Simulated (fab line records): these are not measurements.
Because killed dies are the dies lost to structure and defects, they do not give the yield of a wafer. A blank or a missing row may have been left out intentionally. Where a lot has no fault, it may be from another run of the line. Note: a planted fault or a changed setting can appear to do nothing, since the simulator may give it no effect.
fab line records -- flow n5-finfet
record lots=11, wafers=33, last-day=18
route steps=1938 shown BEOL_M6@1197 PASSIVATION@1936
lots untouched by any fault: they come from a run of this same line in which no faults occurred
start-h: the number of hours between the record's first day and the start of the first shown wafer of the lot -- wait-h: hours since the lot's step before -- " same as the row above -- L1.1+2: one row covering several wafers at once -- - no value present, or no start provided -- * or withheld: withheld -- < > ~ a bound
route shown NAME@n: NAME is a module with steps in the file, n the number in the route of the first one -- usual: the fault-free wafers' mean and standard deviation -- same: alike in all rows -- chamber/n: place in a boat -- sites: the reading at each site -- _std_site: their standard deviation -- _edge_site: inner sites' mean taken away from outer sites' mean -- radius-mm: how far each site lies from the wafer's centre -- mask NAME#n: copy n -- behind: tool/chamber where the wafer was last shaped -- hold: cause of the lot's hold/its duration in hours/its outcome -- device: the transistor (n, p or np) that didn't switch -- end of line: the route-end tests of the same wafers -- step lacking rows: just its recipe -- killed: at the first sort, the dies lost to defects and structure; wafer yield is something else -- map: a wafer's dies, x killed, . not, _ none there
set.NAME: the setting as run; set.NAME@STEP: as run at that earlier step -- model.NAME: the simulator's own value behind a step, which no gauge read
one table for each step of the route and one row for each wafer, over a sample of lots
services: when a tool's chamber went out of use (start-h, in hours from the record's first day, below 0 if earlier), for how many hours, and the reason
## steps
# step N5_BEOL_M6_PECVD_70
# recipe material=SiO2, target-thk-a=200, temp-c=400, precursor=TEOS/O2, pressure-torr=5.5, rf-w=450, teos-flow-sccm=53.8, gas=O2, flow-sccm=3000, time-s=22.7
# usual heater-power-w=742/130, rf-fwd-power-W=444.4/2, showerhead-plenum-p-Torr=8.76/0.064, throttle-valve-pct=22.4/0.94
lot.wafer,tool,chamber,start-h,wait-h,heater-power-w,rf-fwd-power-W,showerhead-plenum-p-Torr,throttle-valve-pct
L593.2,pecvd-03,0,204.95,0.0,547,446.3,8.74,23.6
L593.3,pecvd-03,2,204.95,0.0,879,444.9,8.87,20.5
L593.6,pecvd-03,2,204.95,0.0,885,444.0,8.87,20.5
L594.1,pecvd-03,2,209.94,0.0,823,438.4,8.87,20.6
L594.2,pecvd-03,0,209.94,0.0,538,448.0,8.78,23.4
L594.4,pecvd-03,0,209.94,0.0,530,445.3,8.76,24.0
L597.2,pecvd-04,2,213.16,0.1,897,443.2,8.68,23.1
L597.3,pecvd-04,1,213.16,0.1,769,439.2,8.71,21.4
L597.4,pecvd-04,0,213.16,0.1,949,443.2,8.76,22.9
L596.1,pecvd-04,0,219.11,0.0,943,444.7,8.77,23.2
L596.3,pecvd-04,1,219.11,0.0,716,443.6,8.74,21.5
L596.5,pecvd-04,1,219.11,0.0,701,442.2,8.71,21.6
L595.1,pecvd-01,1,221.55,0.0,656,444.6,8.66,22.2
L595.2,pecvd-01,0,221.55,0.0,690,447.9,8.76,23.0
L595.6,pecvd-01,0,221.55,0.0,688,447.4,8.76,23.2
L598.1,pecvd-01,2,225.65,0.0,771,445.6,8.81,21.4
L598.3,pecvd-01,1,225.65,0.0,604,445.0,8.70,22.1
L598.6,pecvd-01,2,225.65,0.0,767,445.5,8.84,21.4
L601.1,pecvd-03,1,244.44,0.0,656,447.1,8.77,22.2
L601.2,pecvd-03,2,244.44,0.0,880,441.8,8.87,20.5
L601.5,pecvd-03,2,244.44,0.0,740,443.0,8.87,20.8
L605.1,pecvd-03,0,269.98,0.0,550,446.3,8.75,23.8
L605.5,pecvd-03,1,269.98,0.0,726,446.7,8.80,22.3
L605.6,pecvd-03,0,269.98,0.0,555,445.9,8.78,23.6
L612.2,pecvd-04,2,305.66,0.0,881,443.0,8.65,23.5
L612.4,pecvd-04,0,305.66,0.0,876,443.8,8.77,23.2
L612.5,pecvd-04,2,305.66,0.0,859,444.4,8.68,23.2
L613.1,pecvd-01,1,325.32,0.0,600,448.4,8.69,21.9
L613.4,pecvd-01,2,325.32,0.0,867,445.1,8.82,22.0
L613.5,pecvd-01,1,325.32,0.0,594,444.7,8.68,22.2
L614.1,pecvd-04,2,329.35,0.0,871,441.4,8.67,23.0
L614.4,pecvd-04,1,329.35,0.0,729,440.1,8.72,22.0
L614.6,pecvd-04,0,329.35,0.0,943,445.1,8.76,23.0
# step N5_BEOL_M6_ETCH_61
# recipe chemistry=CF4, target=SiARC, target-depth-a=455, mask-material=CAR-ArF, time-s=75.8, ion-energy-ev=80, pressure-mtorr=40, source-w=545, bias-w=36, Ar_flow_sccm=100, cf4-flow-sccm=100, ends=cleared
# usual drypump-motor-current-A=5.8/0.43, etch-rf-on-time-s=76.2/1.9, oes-product-au=0.67/0.087, rf-fwd-power-W=539.9/2.2, rf-vpp-V=184.1/1.2, showerhead-plenum-p-Torr=2.15/0.068, throttle-valve-pct=15.61/0.25
lot.wafer,tool,chamber,start-h,wait-h,drypump-motor-current-A,etch-rf-on-time-s,oes-product-au,rf-fwd-power-W,rf-hours-counter-h,rf-vpp-V,showerhead-plenum-p-Torr,throttle-valve-pct
L593.2,rie-diel-06,2,206.55,0.0,5.6,74.0,0.61,536.9,222,183.1,2.03,15.71
L593.3,rie-diel-06,0,206.55,0.0,6.0,78.3,0.64,538.8,153,183.8,2.22,15.61
L593.6,rie-diel-06,3,206.55,0.0,5.7,76.1,0.67,542.2,-,185.1,2.24,15.73
L594.1,rie-diel-01,2,211.87,0.0,6.4,74.4,0.58,538.3,242,185.0,2.19,15.67
L594.2,rie-diel-01,3,211.87,0.0,5.3,76.7,0.60,540.9,229,183.8,2.12,15.67
L594.4,rie-diel-01,0,211.87,0.0,5.4,76.2,0.67,539.2,93,183.9,2.15,15.40
L597.2,rie-diel-01,3,214.52,0.0,5.3,76.9,0.60,541.1,230,183.6,2.12,15.70
L597.3,rie-diel-01,2,214.52,0.0,6.4,75.1,0.58,541.6,243,184.6,2.19,15.66
L597.4,rie-diel-01,0,214.52,0.0,5.5,77.3,0.66,538.0,94,185.4,2.15,15.37
L596.1,rie-diel-05,1,219.66,0.0,6.6,73.9,0.80,539.7,27,185.6,2.28,15.67
L596.3,rie-diel-05,0,219.66,0.0,5.3,76.0,0.64,542.1,173,181.9,1.97,15.88
L596.5,rie-diel-05,1,219.66,0.0,6.6,73.9,0.80,541.1,-,186.7,2.28,15.66
L595.1,rie-diel-01,3,222.85,0.0,5.3,76.7,0.60,545.2,234,183.5,2.11,15.69
L595.2,rie-diel-01,1,222.85,0.0,6.1,78.1,0.59,540.5,211,183.1,2.13,15.96
L595.6,rie-diel-01,3,222.85,0.0,5.3,77.0,0.59,543.8,-,181.1,2.11,15.69
L598.1,rie-diel-01,0,226.25,0.0,5.5,77.4,0.66,538.2,98,184.5,2.15,15.39
L598.3,rie-diel-01,1,226.25,0.0,6.1,79.2,0.59,541.0,212,182.7,2.13,15.97
L598.6,rie-diel-01,3,226.25,0.0,5.3,77.1,0.60,543.1,-,183.7,2.11,15.67
L601.1,rie-diel-01,0,246.90,0.0,5.5,76.4,0.66,540.1,107,186.0,2.15,15.42
L601.2,rie-diel-01,1,246.90,0.0,6.1,77.7,0.59,537.6,221,185.1,2.13,15.99
L601.5,rie-diel-01,1,246.90,0.0,6.1,77.2,0.60,540.8,-,183.3,2.13,15.98
L605.1,rie-diel-01,2,272.03,0.0,6.3,73.6,0.83,542.0,6,184.2,2.18,15.18
L605.5,rie-diel-01,2,272.03,0.0,6.3,74.1,0.82,540.0,-,185.5,2.18,15.18
L605.6,rie-diel-01,0,272.03,0.0,5.5,77.1,0.65,537.4,-,182.3,2.14,15.44
L612.2,rie-diel-06,1,306.52,0.0,5.7,72.5,0.76,538.6,27,182.6,2.12,15.58
L612.4,rie-diel-06,1,306.52,0.0,5.7,72.9,0.76,540.9,-,182.6,2.12,15.58
L612.5,rie-diel-06,3,306.52,0.0,5.7,75.9,0.64,542.2,-,185.4,2.23,15.80
L613.1,rie-diel-05,1,328.57,0.0,6.6,72.4,0.76,538.6,65,184.7,2.27,15.75
L613.4,rie-diel-05,0,328.57,0.0,5.3,76.3,0.61,540.4,214,182.0,1.96,15.94
L613.5,rie-diel-05,0,328.57,0.0,5.2,75.8,0.61,542.6,-,184.0,1.95,15.96
L614.1,rie-diel-01,2,332.11,0.0,6.4,73.9,0.77,537.1,30,183.4,2.17,15.21
L614.4,rie-diel-01,0,332.11,0.0,5.5,78.7,0.61,539.9,-,184.6,2.14,15.48
L614.6,rie-diel-01,2,332.11,0.0,6.3,73.3,0.77,538.1,-,184.7,2.17,15.23
# step N5_BEOL_M6_CD_MEAS_18
# recipe pitch-nm=80, target-cd-nm=40
# usual cd-nm=40.0/0.57
lot.wafer,tool,chamber,start-h,wait-h,cd-nm
L593.2,cd-sem-02,-,207.00,0.1,40.2
L593.3,cd-sem-02,-,207.00,0.1,39.3
L593.6,cd-sem-02,-,207.00,0.1,39.9
L594.1,cd-sem-01,-,212.30,0.0,40.0
L594.2,cd-sem-01,-,212.30,0.0,40.1
L594.4,cd-sem-01,-,212.30,0.0,39.7
L597.2,cd-sem-03,-,215.18,0.1,40.3
L597.3,cd-sem-03,-,215.18,0.1,39.2
L597.4,cd-sem-03,-,215.18,0.1,40.0
L596.1,cd-sem-03,-,220.08,0.0,40.7
L596.3,cd-sem-03,-,220.08,0.0,40.5
L596.5,cd-sem-03,-,220.08,0.0,41.2
L595.1,cd-sem-02,-,223.29,0.1,41.1
L595.2,cd-sem-02,-,223.29,0.1,41.0
L595.6,cd-sem-02,-,223.29,0.1,40.6
L598.1,cd-sem-03,-,226.70,0.0,39.0
L598.3,cd-sem-03,-,226.70,0.0,39.8
L598.6,cd-sem-03,-,226.70,0.0,39.3
L601.1,cd-sem-03,-,247.45,0.0,39.2
L601.2,cd-sem-03,-,247.45,0.0,40.0
L601.5,cd-sem-03,-,247.45,0.0,39.4
L605.1,cd-sem-01,-,272.45,0.0,40.0
L605.5,cd-sem-01,-,272.45,0.0,40.9
L605.6,cd-sem-01,-,272.45,0.0,39.3
L612.2,cd-sem-01,-,306.95,0.1,39.3
L612.4,cd-sem-01,-,306.95,0.1,39.5
L612.5,cd-sem-01,-,306.95,0.1,39.0
L613.1,cd-sem-02,-,329.07,0.1,39.5
L613.4,cd-sem-02,-,329.07,0.1,40.5
L613.5,cd-sem-02,-,329.07,0.1,39.8
L614.1,cd-sem-03,-,332.74,0.0,40.0
L614.4,cd-sem-03,-,332.74,0.0,39.7
L614.6,cd-sem-03,-,332.74,0.0,40.6
# step N5_BEOL_M6_COAT_63
# recipe resist=SOC, temp-c=250, time-s=60, spin-rpm=1500, resist-thk-nm=60
# usual spin-speed-rpm=1500.0/1.2
lot.wafer,tool,chamber,start-h,wait-h,spin-speed-rpm
L593.2,litho-track-05,0,207.04,0.0,1501.0
L593.3,litho-track-05,0,207.04,0.0,1499.7
L593.6,litho-track-05,0,207.04,0.0,1500.4
L594.1,litho-track-01,0,212.38,0.1,1499.7
L594.2,litho-track-01,0,212.38,0.1,1500.4
L594.4,litho-track-01,0,212.38,0.1,1500.2
L597.2,litho-track-01,0,216.24,1.1,1498.4
L597.3,litho-track-01,0,216.24,1.1,1499.9
L597.4,litho-track-01,0,216.24,1.1,1499.1
L596.1,litho-track-01,0,220.63,0.5,1499.8
L596.3,litho-track-01,0,220.63,0.5,1498.0
L596.5,litho-track-01,0,220.63,0.5,1499.7
L595.1,litho-track-05,0,223.61,0.3,1499.6
L595.2,litho-track-05,0,223.61,0.3,1499.5
L595.6,litho-track-05,0,223.61,0.3,1499.6
L598.1,litho-track-01,0,226.97,0.3,1501.3
L598.3,litho-track-01,0,226.97,0.3,1500.7
L598.6,litho-track-01,0,226.97,0.3,1499.9
L601.1,litho-track-01,0,247.87,0.4,1558.8
L601.2,litho-track-01,0,247.87,0.4,1558.6
L601.5,litho-track-01,0,247.87,0.4,1556.6
L605.1,litho-track-01,0,273.47,1.0,1558.0
L605.5,litho-track-01,0,273.47,1.0,1557.5
L605.6,litho-track-01,0,273.47,1.0,1558.5
L612.2,litho-track-02,0,308.14,1.2,1495.3
L612.4,litho-track-02,0,308.14,1.2,1499.0
L612.5,litho-track-02,0,308.14,1.2,1496.8
L613.1,litho-track-02,0,330.58,1.5,1498.5
L613.4,litho-track-02,0,330.58,1.5,1498.1
L613.5,litho-track-02,0,330.58,1.5,1498.6
L614.1,litho-track-02,0,334.39,1.7,1498.2
L614.4,litho-track-02,0,334.39,1.7,1498.5
L614.6,litho-track-02,0,334.39,1.7,1500.9
# step N5_PASSIVATION_PROBE_49
# usual defect-limited-yield=90.9/1.5, killed_at_M0_to_M3=35/10, killed_at_M4_up=14/5.2, killed-at-contacts=13/7.3, killed-at-front-end=42/12, killed-at-other=3.4/2.5, killed-dies=108/18, killed-on-rim=14/4.2, killed-open=70/13, killed-short=35/8, sort_bin_5_function=5.4/1, sort_bin_6_memory=3.4/0.71, sort_bin_8_speed=0.00/0.0099, sort-n-pass=1072/18, sort-yield-pct=90.9/1.5
# same gross-dies=1180, killed-at-back-side=0, sort_bin_4_leakage[%]=0
lot.wafer,tool,chamber,start-h,wait-h,defect-limited-yield[%],killed_at_M0_to_M3,killed_at_M4_up,killed-at-contacts,killed-at-front-end,killed-at-other,killed-dies,killed-on-rim,killed-open,killed-short,sort_bin_5_function[%],sort_bin_6_memory[%],sort_bin_8_speed[%],sort-n-pass,sort-yield-pct[%]
L594.1,prober-02,-,294.98,0.0,91.2,61,15,7,21,0,104,14,62,40,5.2,3.3,0,1076,91.2
L594.2,prober-02,-,295.03,0.1,91.6,35,11,11,37,5,99,13,57,37,5.3,2.5,0,1081,91.6
L594.4,prober-02,-,295.13,0.2,93.2,23,18,3,36,0,80,14,61,15,4.1,2.6,0,1100,93.2
L597.2,prober-01,-,299.93,0.1,92.5,46,9,9,21,3,88,12,45,41,4.4,2.5,0,1092,92.5
L597.3,prober-01,-,299.98,0.1,91.3,49,14,10,29,1,103,15,65,38,4.7,3.6,0,1077,91.3
L597.4,prober-01,-,300.03,0.2,92.6,48,13,4,20,2,87,5,54,32,4.3,2.8,0,1093,92.6
L596.1,prober-02,-,303.40,0.0,92.1,29,11,19,31,3,93,14,57,34,4.2,3.5,0,1087,92.1
L596.3,prober-02,-,303.50,0.1,92.0,22,22,9,37,4,94,13,54,36,5.4,2.2,0,1086,92.0
L596.5,prober-02,-,303.60,0.2,90.6,24,16,22,45,4,111,10,82,26,5.3,3.9,0,1069,90.6
L598.1,prober-02,-,320.97,0.0,92.4,43,12,7,22,6,90,10,62,28,4.9,2.4,0,1090,92.4
L598.3,prober-02,-,321.07,0.1,91.8,30,14,6,47,0,97,13,67,26,5.3,2.8,0,1083,91.8
L598.6,prober-02,-,321.22,0.3,90.1,37,25,5,48,2,117,19,77,39,6.2,3.6,0,1063,90.1
L613.1,prober-01,-,417.87,0.0,91.9,27,10,7,49,2,95,12,57,36,4.7,3.0,0,1085,91.9
L613.4,prober-01,-,418.02,0.2,92.3,33,11,6,29,12,91,13,51,39,4.6,2.8,0,1089,92.3
L613.5,prober-01,-,418.07,0.2,89.7,35,11,22,47,6,121,18,85,36,6.2,3.6,0,1059,89.7
# killed by level:class
L594.1 BEOL_M0_SAQP:geometric-particle:short=21 BEOL_M0_SAQP:geometric-particle:open=17 BEOL_M2:geometric-particle:open=11 MOL_CONTACT_COAG:geometric-particle:open=7 GATE_CUT:geometric-particle:open=5 BEOL_M4:geometric-particle:open=5 FIN_SAQP:geometric-particle:short=4 BEOL_M2:geometric-particle:short=4
L594.2 BEOL_M0_SAQP:geometric-particle:short=13 BEOL_M0_SAQP:geometric-particle:open=9 MOL_CONTACT_COAG:geometric-particle:open=8 FIN_SAQP:geometric-particle:open=7 FIN_SAQP:geometric-particle:short=6 GATE_CUT:geometric-particle:open=5 GATE_CUT:geometric-particle:short=5 STI_FIN_REVEAL:geometric-particle:open=4
L594.4 FIN_SAQP:geometric-particle:open=11 BEOL_M0_SAQP:geometric-particle:open=8 BEOL_M4:geometric-particle:open=8 STI_FIN_REVEAL:geometric-particle:open=5 BEOL_M2:geometric-particle:open=5 STARTING-WAFER:geometric-particle:open=5 FIN_SAQP:geometric-particle:short=4 DUMMY_GATE:geometric-particle:open=4
L597.2 BEOL_M0_SAQP:geometric-particle:short=16 BEOL_M0_SAQP:geometric-particle:open=11 FIN_SAQP:geometric-particle:short=6 MOL_CONTACT_COAG:geometric-particle:open=6 BEOL_M3:geometric-particle:open=6 FIN_SAQP:geometric-particle:open=3 STI_FIN_REVEAL:geometric-particle:open=3 BEOL_M4:geometric-particle:open=3
L597.3 BEOL_M0_SAQP:geometric-particle:open=15 BEOL_M0_SAQP:geometric-particle:short=12 BEOL_M2:geometric-particle:open=11 BEOL_M5:geometric-particle:open=7 STI_FIN_REVEAL:geometric-particle:open=6 MOL_CONTACT_COAG:geometric-particle:short=5 MOL_CONTACT_COAG:geometric-particle:open=5 FIN_SAQP:geometric-particle:short=4
L597.4 BEOL_M0_SAQP:geometric-particle:short=13 BEOL_M0_SAQP:geometric-particle:open=10 BEOL_M4:geometric-particle:open=7 BEOL_M1:geometric-particle:open=6 BEOL_M3:geometric-particle:open=6 STARTING-WAFER:geometric-particle:open=6 BEOL_M3:geometric-particle:short=5 DUMMY_GATE:geometric-particle:open=4
L596.1 MOL_CONTACT_COAG:geometric-particle:open=16 FIN_SAQP:geometric-particle:open=9 BEOL_M0_SAQP:geometric-particle:short=9 FIN_SAQP:geometric-particle:short=7 STI_FIN_REVEAL:geometric-particle:open=5 BEOL_M2:geometric-particle:open=5 GATE_CUT:geometric-particle:short=4 BEOL_M0_SAQP:geometric-particle:open=4
L596.3 STI_FIN_REVEAL:geometric-particle:open=12 BEOL_M0_SAQP:geometric-particle:short=8 BEOL_M4:geometric-particle:open=6 BEOL_M5:geometric-particle:short=6 MOL_CONTACT_COAG:geometric-particle:open=6 BEOL_M0_SAQP:geometric-particle:open=6 FIN_SAQP:geometric-particle:open=4 FIN_SAQP:geometric-particle:short=4
L596.5 MOL_CONTACT_COAG:geometric-particle:open=20 FIN_SAQP:geometric-particle:open=15 STI_FIN_REVEAL:geometric-particle:open=13 BEOL_M0_SAQP:geometric-particle:open=9 FIN_SAQP:geometric-particle:short=5 BEOL_M0_SAQP:geometric-particle:short=4 BEOL_M1:geometric-particle:short=4 BEOL_M5:geometric-particle:open=4
L598.1 BEOL_M0_SAQP:geometric-particle:open=17 BEOL_M0_SAQP:geometric-particle:short=9 BEOL_M2:geometric-particle:open=7 MOL_CONTACT_COAG:geometric-particle:open=6 BEOL_M4:geometric-particle:open=6 FIN_SAQP:geometric-particle:short=4 GATE_CUT:geometric-particle:short=4 BEOL_M3:geometric-particle:open=4
L598.3 GATE_CUT:geometric-particle:short=11 FIN_SAQP:geometric-particle:open=10 BEOL_M2:geometric-particle:open=10 BEOL_M0_SAQP:geometric-particle:open=6 STI_FIN_REVEAL:geometric-particle:open=5 MOL_CONTACT_COAG:geometric-particle:open=5 ILD0:geometric-particle:open=4 GATE_CUT:geometric-particle:open=4
L598.6 BEOL_M4:geometric-particle:open=11 STI_FIN_REVEAL:geometric-particle:open=10 BEOL_M0_SAQP:geometric-particle:open=9 BEOL_M1:geometric-particle:open=9 BEOL_M2:geometric-particle:open=7 BEOL_M8:geometric-particle:open=6 FIN_SAQP:geometric-particle:short=5 BEOL_M0_SAQP:geometric-particle:short=5
L613.1 FIN_SAQP:geometric-particle:open=17 FIN_SAQP:geometric-particle:short=13 BEOL_M0_SAQP:geometric-particle:short=6 MOL_CONTACT_COAG:geometric-particle:open=6 BEOL_M2:geometric-particle:open=5 BEOL_M4:geometric-particle:open=5 GATE_CUT:geometric-particle:short=4 BEOL_M0_SAQP:geometric-particle:open=4
L613.4 FIN_SAQP:geometric-particle:short=10 BEOL_M2:geometric-particle:open=7 BEOL_M0:geometric-particle:open=6 FIN_SAQP:geometric-particle:open=5 MOL_CONTACT_COAG:geometric-particle:open=5 BEOL_M0_SAQP:geometric-particle:short=5 BEOL_M0_SAQP:geometric-particle:open=4 BEOL_M4:geometric-particle:open=4
L613.5 FIN_SAQP:geometric-particle:open=17 MOL_CONTACT_COAG:geometric-particle:open=15 FIN_SAQP:geometric-particle:short=13 STI_FIN_REVEAL:geometric-particle:open=9 BEOL_M2:geometric-particle:open=9 BEOL_M0_SAQP:geometric-particle:open=8 MOL_CONTACT_COAG:geometric-particle:short=7 BEOL_M4:geometric-particle:open=7
## services
tool,chamber,start-h,hours,kind
pecvd-01,2,207.56,17.3,repair
pecvd-03,-,212.33,5.2,repair
pecvd-01,0,214.99,5.0,scheduled-down
rie-diel-05,1,221.26,6.6,repair
pecvd-04,1,222.69,5.5,scheduled-down
pecvd-04,0,228.15,2.1,scheduled-down
rie-diel-01,2,235.67,-,clean
rie-diel-01,2,235.67,-,consumable-replace:focus-ring
rie-diel-01,2,235.67,13.8,scheduled-down
rie-diel-01,2,235.67,13.8,vent-cycle
rie-diel-01,2,252.91,7.8,repair
rie-diel-01,3,260.69,-,clean
rie-diel-01,3,260.69,-,consumable-replace:focus-ring
rie-diel-01,3,260.69,22.1,scheduled-down
rie-diel-01,3,260.69,22.1,vent-cycle
pecvd-03,-,266.75,2.8,pm
pecvd-01,-,294.03,5.5,pm
pecvd-03,0,297.36,2.1,scheduled-down
rie-diel-06,3,309.61,11.3,repair
rie-diel-01,1,318.59,-,clean
rie-diel-01,1,318.59,-,consumable-replace:focus-ring
rie-diel-01,1,318.59,20.4,scheduled-down
rie-diel-01,1,318.59,20.4,vent-cycle
rie-diel-01,3,331.39,3.3,repair
## key
first-sign step=N5_BEOL_M6_COAT_63, reading=spin-speed-rpm, direction=up, sigmas=50, usual=*, struck=*
effect none on later readings
met-at N5_BEOL_M6_COAT_63
struck-lots L601,L605
not-acting-at N5_BEOL_M6_PECVD_70,N5_BEOL_M6_ETCH_61,N5_BEOL_M6_CD_MEAS_18
onset-between 226.97 247.87
fault kind=process-parameter-drift, tool=litho-track-01, chamber=-, onset-h=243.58, steps=N5_BEOL_M6_COAT_63, channel=spin-rpm, offset=*, shape=step, end-h=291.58, acts-in=*, stated=*
